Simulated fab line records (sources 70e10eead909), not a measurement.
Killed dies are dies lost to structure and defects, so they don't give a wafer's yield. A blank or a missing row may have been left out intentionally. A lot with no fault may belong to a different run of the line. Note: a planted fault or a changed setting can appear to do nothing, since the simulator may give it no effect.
One fault through the eyes of 2 desks | flow nand-harc | every desk sees just its own numbers, and what lay behind them comes last

DESK OF THE TOOL OWNER: acl-dep-03
The tool's own readings at NHARC_A_CONTACT_DEP_28 (deposits aC, target thk 3600 nm): means of the sampled wafers that have a number, for each lot that ran on this tool. The brackets show how far a lot's mean lies from the usual mean; more than 4 standard deviations puts the lot out of limits, marked OUT.
Columns: A = throttle-valve-pct at NHARC_A_CONTACT_DEP_28, usual 35.001 %
lot  | first seen here | A
L290 | day 16 07:46    | 35.009
L291 | day 16 19:50    | 35.004
L298 | day 18 11:32    | 35.003
L299 | day 18 15:29    | 35.001
L306 | day 21 01:27    | 35.002
L309 | day 21 10:43    | 35.008
L312 | day 22 05:43    | 34.995
Finding of this desk: none of the 7 lots has anything out of limits.

THE DEFECT DESK
Inspection counts along the route, by lot: the mean over sampled wafers that carry a number. The brackets show how far a lot's mean lies from the usual mean; more than 4 standard deviations puts the lot out of limits, marked OUT.
Columns: A = raw-defect-count at NHARC_A_WL_FILL_INSPECT_15, usual 391; B = raw-defect-count at NHARC_A_CONTACT_INSPECT_44, usual 28
lot  | first seen here | A   | B
L290 | day 16 05:48    | 295 | 13
L289 | day 16 06:24    | 261 | 22
L291 | day 16 18:26    | 386 | 6
L292 | day 16 18:31    | 412 | 25
L298 | day 18 09:40    | 304 | 1026 (+62) OUT
L299 | day 18 13:43    | 291 | 1023 (+62) OUT
L303 | day 19 02:16    | 686 | 36
L306 | day 20 21:26    | 433 | 24
L308 | day 21 02:13    | 328 | 9
L309 | day 21 06:31    | 361 | 33
L311 | day 21 11:20    | 438 | 14
L310 | day 21 17:59    | 348 | 34
L312 | day 22 02:35    | 391 | 53
Finding of this desk: L298, L299 out of limits; the first was L298 at day 18 14:35, on raw-defect-count at NHARC_A_CONTACT_INSPECT_44. In limits: L290, L289, L291, L292, L303, L306, L308, L309, L311, L310, L312.

PUT TOGETHER
The defect desk could have raised an alarm at day 18 14:35, on L298, L299.
The tool owner's desk saw nothing out of limits.
The tool owner's desk has L298, L299 on record, within its limits.
On acl-dep-03, each named lot ran NHARC_A_CONTACT_DEP_28.

WHAT HAD BEEN PUT IN BY THE SIMULATOR
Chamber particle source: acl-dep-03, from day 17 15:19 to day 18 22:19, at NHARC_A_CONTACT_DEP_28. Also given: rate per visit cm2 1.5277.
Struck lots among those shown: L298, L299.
Hours from the fault's start to each desk's first reading out of limits: the defect desk, 23.
